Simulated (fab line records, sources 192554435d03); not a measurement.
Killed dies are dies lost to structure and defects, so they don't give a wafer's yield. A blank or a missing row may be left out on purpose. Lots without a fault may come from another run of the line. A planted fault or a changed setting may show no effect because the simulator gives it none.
Chamber matching | flow n5_finfet | N5_BEOL_M1_ALD_98 on ald_sin-02: 4 sister chambers
The step deposits SiO2, target thk 2.5 nm, pulse time 1 s, co reactant pulse time 1 s. 8 wafers are shown with their chamber, then 12 later ones without.

WAFERS WITH THEIR CHAMBER
wafer  | chamber | heater_power_w (W) | precursor_pulse_height_rel
L084.1 | 2       | 81                 | 1.011
L084.2 | 0       | 95                 | 0.999
L084.3 | 3       | 80                 | 1.014
L084.5 | 2       | 79                 | 0.953
L084.6 | 1       | 77                 | 1.014
L085.1 | 0       | 93                 | 1.008
L085.2 | 1       | 79                 | 1.009
L085.3 | 3       | 81                 | 1.003

WAFERS WITHOUT THEIR CHAMBER
wafer  | heater_power_w (W) | precursor_pulse_height_rel
L087.3 | 78                 | 0.983
L087.4 | 93                 | 0.988
L087.5 | 79                 | 0.995
L091.2 | 96                 | 1.020
L091.3 | 78                 | 1.006
L091.6 | 93                 | 1.036
L093.1 | 80                 | 0.972
L093.2 | 80                 | 1.012
L093.5 | 82                 | 1.032
L094.1 | 78                 | 1.002
L094.2 | 80                 | 1.019
L094.4 | 95                 | 0.971

WHICH CHAMBER EACH WENT THROUGH
wafer  | from the rows above          | in truth
L087.3 | can't be placed: 1 or 2 or 3 | 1
L087.4 | 0                            | 0
L087.5 | can't be placed: 2 or 1 or 3 | 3
L091.2 | 0                            | 0
L091.3 | can't be placed: 1 or 2 or 3 | 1
L091.6 | 0                            | 0
L093.1 | can't be placed: 2 or 3 or 1 | 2
L093.2 | can't be placed: 3 or 2 or 1 | 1
L093.5 | can't be placed: 3 or 2 or 1 | 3
L094.1 | can't be placed: 1 or 2 or 3 | 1
L094.2 | can't be placed: 3 or 1 or 2 | 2
L094.4 | 0                            | 0
Placed correctly: 4 of 12. Can't be placed from these rows: 8 (the true chamber is among the candidates in 8). Placed wrongly: 0.
How it was worked out, from the rows above alone: a wafer's distance from a chamber is the root of the sum, over the readings, of the square of ((its reading less the chamber's mean) divided by the reading's scatter). The wafer belongs to the nearest chamber; if the next one is less than 2 further off, it can't be placed. A chamber's mean is the mean of its shown wafers. The scatter: the root of (the sum of the squares of (reading less its chamber's mean) over the shown wafers, divided by (wafers less chambers)).
